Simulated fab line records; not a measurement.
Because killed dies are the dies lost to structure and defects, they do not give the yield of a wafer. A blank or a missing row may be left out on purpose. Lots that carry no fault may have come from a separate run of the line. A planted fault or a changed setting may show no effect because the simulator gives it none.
Matching of chambers / flow nand_harc / NHARC_A_M0_ETCH_34 on rie_diel-01 has 4 sister chambers
The step etches the open film in N2/H2, target depth 40 nm, overetch 12 nm, time 43.94 s. 8 wafers are shown with their chamber, then 11 later ones without.

## WAFERS, EACH WITH ITS CHAMBER
wafer=L084.1; chamber=1; rf_vpp_V (V)=432.9; oes_product_au (a.u.)=1.007
wafer=L084.6; chamber=3; rf_vpp_V (V)=431.1; oes_product_au (a.u.)=0.994
wafer=L086.5; chamber=1; rf_vpp_V (V)=432.4; oes_product_au (a.u.)=1.010
wafer=L086.6; chamber=0; rf_vpp_V (V)=434.6; oes_product_au (a.u.)=0.976
wafer=L089.3; chamber=2; rf_vpp_V (V)=431.2; oes_product_au (a.u.)=0.991
wafer=L089.5; chamber=3; rf_vpp_V (V)=433.6; oes_product_au (a.u.)=1.006
wafer=L089.6; chamber=2; rf_vpp_V (V)=429.4; oes_product_au (a.u.)=0.986
wafer=L091.3; chamber=0; rf_vpp_V (V)=434.0; oes_product_au (a.u.)=0.992

## WAFERS MISSING THEIR CHAMBER
wafer=L091.5; rf_vpp_V (V)=431.0; oes_product_au (a.u.)=1.001
wafer=L091.6; rf_vpp_V (V)=430.8; oes_product_au (a.u.)=0.990
wafer=L093.1; rf_vpp_V (V)=433.3; oes_product_au (a.u.)=0.986
wafer=L093.2; rf_vpp_V (V)=432.6; oes_product_au (a.u.)=0.995
wafer=L093.3; rf_vpp_V (V)=432.0; oes_product_au (a.u.)=1.013
wafer=L093.4; rf_vpp_V (V)=430.8; oes_product_au (a.u.)=0.991
wafer=L093.5; rf_vpp_V (V)=433.0; oes_product_au (a.u.)=0.995
wafer=L093.6; rf_vpp_V (V)=434.4; oes_product_au (a.u.)=1.003
wafer=L095.2; rf_vpp_V (V)=431.4; oes_product_au (a.u.)=0.994
wafer=L095.3; rf_vpp_V (V)=431.0; oes_product_au (a.u.)=1.008
wafer=L095.5; rf_vpp_V (V)=434.6; oes_product_au (a.u.)=0.992

## WHICH CHAMBER EACH WENT THROUGH
wafer=L091.5; from the rows above=can't be placed: 3 or 1 or 2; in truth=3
wafer=L091.6; from the rows above=can't be placed: 2 or 3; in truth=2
wafer=L093.1; from the rows above=can't be placed: 0 or 3 or 2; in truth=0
wafer=L093.2; from the rows above=can't be placed: 3 or 1 or 0 or 2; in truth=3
wafer=L093.3; from the rows above=can't be placed: 1 or 3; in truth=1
wafer=L093.4; from the rows above=can't be placed: 2 or 3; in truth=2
wafer=L093.5; from the rows above=can't be placed: 3 or 1 or 0 or 2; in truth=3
wafer=L093.6; from the rows above=can't be placed: 1 or 3 or 0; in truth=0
wafer=L095.2; from the rows above=can't be placed: 3 or 2 or 1 or 0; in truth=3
wafer=L095.3; from the rows above=can't be placed: 1 or 3 or 2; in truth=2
wafer=L095.5; from the rows above=can't be placed: 0 or 3 or 1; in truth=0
0 of 11 placed correctly. These rows do not allow placing 11 (true chamber among the candidates in 11). Placed wrongly: 0.
How it was worked out, from the rows above alone: a wafer's distance from a chamber is the root of the sum, over the readings, of the square of ((its reading less the chamber's mean) divided by the reading's scatter). If the next closest chamber is less than 2 further off than the closest, the wafer can't be placed; otherwise it belongs to the closest. For every chamber, the mean is computed from those of its wafers that are shown. The scatter: take each reading less its chamber's mean, square it, sum over the shown wafers, divide by the number of wafers less the number of chambers, and take the root.
